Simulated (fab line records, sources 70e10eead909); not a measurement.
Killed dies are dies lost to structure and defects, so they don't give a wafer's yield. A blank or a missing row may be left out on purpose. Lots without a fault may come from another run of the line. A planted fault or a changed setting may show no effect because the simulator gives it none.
Chamber matching | flow nand_harc | NHARC_P_GATE_ALD_36 on ald_sin-03: 4 sister chambers
The step deposits SiNx, target thk 20 nm, pulse time 60 s, ald cycles 223. 14 wafers are shown with their chamber, then 7 later ones without.

WAFERS WITH THEIR CHAMBER
wafer  | chamber | heater_power_w (W) | susceptor_temp_C (C) | precursor_pulse_height_rel
L080.3 | 3       | 881                | 399.78               | 1.005
L080.1 | 0       | 855                | 399.81               | 1.005
L080.5 | 2       | 857                | 400.07               | 0.980
L083.4 | 2       | 830                | 399.74               | 0.968
L083.1 | 1       | 797                | 399.84               | 1.013
L083.6 | 3       | 807                | 399.92               | 1.013
L086.3 | 0       | 848                | 400.07               | 1.018
L086.4 | 1       | 796                | 400.01               | 1.002
L086.6 | 3       | 827                | 399.93               | 0.971
L089.2 | 2       | 828                | 400.39               | 0.995
L089.4 | 3       | 809                | 399.87               | 1.034
L089.5 | 2       | 829                | 400.23               | 1.010
L092.2 | 2       | 815                | 399.99               | 1.031
L092.4 | 3       | 813                | 399.49               | 0.993

SIGNATURES (means of the wafers above)
reading                    | chamber 0 | chamber 1 | chamber 2 | chamber 3 | scatter within a chamber
heater_power_w             | 851.50    | 796.50    | 831.80    | 827.40    | 21.9
susceptor_temp_C           | 399.9400  | 399.9250  | 400.0840  | 399.7980  | 0.206
precursor_pulse_height_rel | 1.01150   | 1.00750   | 0.99680   | 1.00320   | 0.0219
Rule: a wafer's distance from a chamber is the root of the sum, over the readings, of the square of ((its reading less the chamber's mean) divided by the reading's scatter). The wafer belongs to the nearest chamber; if the next one is less than 2 further off, it can't be placed. The scatter: the root of (the sum of the squares of (reading less its chamber's mean) over the shown wafers, divided by (wafers less chambers)).

WAFERS WITHOUT THEIR CHAMBER
wafer  | heater_power_w (W) | susceptor_temp_C (C) | precursor_pulse_height_rel
L092.6 | 835                | 399.90               | 0.989
L095.4 | 792                | 399.95               | 0.979
L095.2 | 811                | 400.09               | 1.031
L095.6 | 786                | 399.60               | 1.025
L096.1 | 806                | 399.85               | 0.994
L096.3 | 833                | 399.87               | 1.036
L096.2 | 790                | 400.07               | 1.018

WHICH CHAMBER EACH WENT THROUGH
wafer  | from the rows above               | in truth
L092.6 | can't be placed: 3 or 2 or 0 or 1 | 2
L095.4 | can't be placed: 1 or 3 or 2 or 0 | 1
L095.2 | can't be placed: 1 or 2 or 3 or 0 | 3
L095.6 | can't be placed: 1 or 3 or 2 or 0 | 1
L096.1 | can't be placed: 1 or 3 or 2 or 0 | 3
L096.3 | can't be placed: 0 or 3 or 2 or 1 | 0
L096.2 | can't be placed: 1 or 2 or 3 or 0 | 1
Placed correctly: 0 of 7. Can't be placed from these rows: 7 (the true chamber is among the candidates in 7). Placed wrongly: 0.
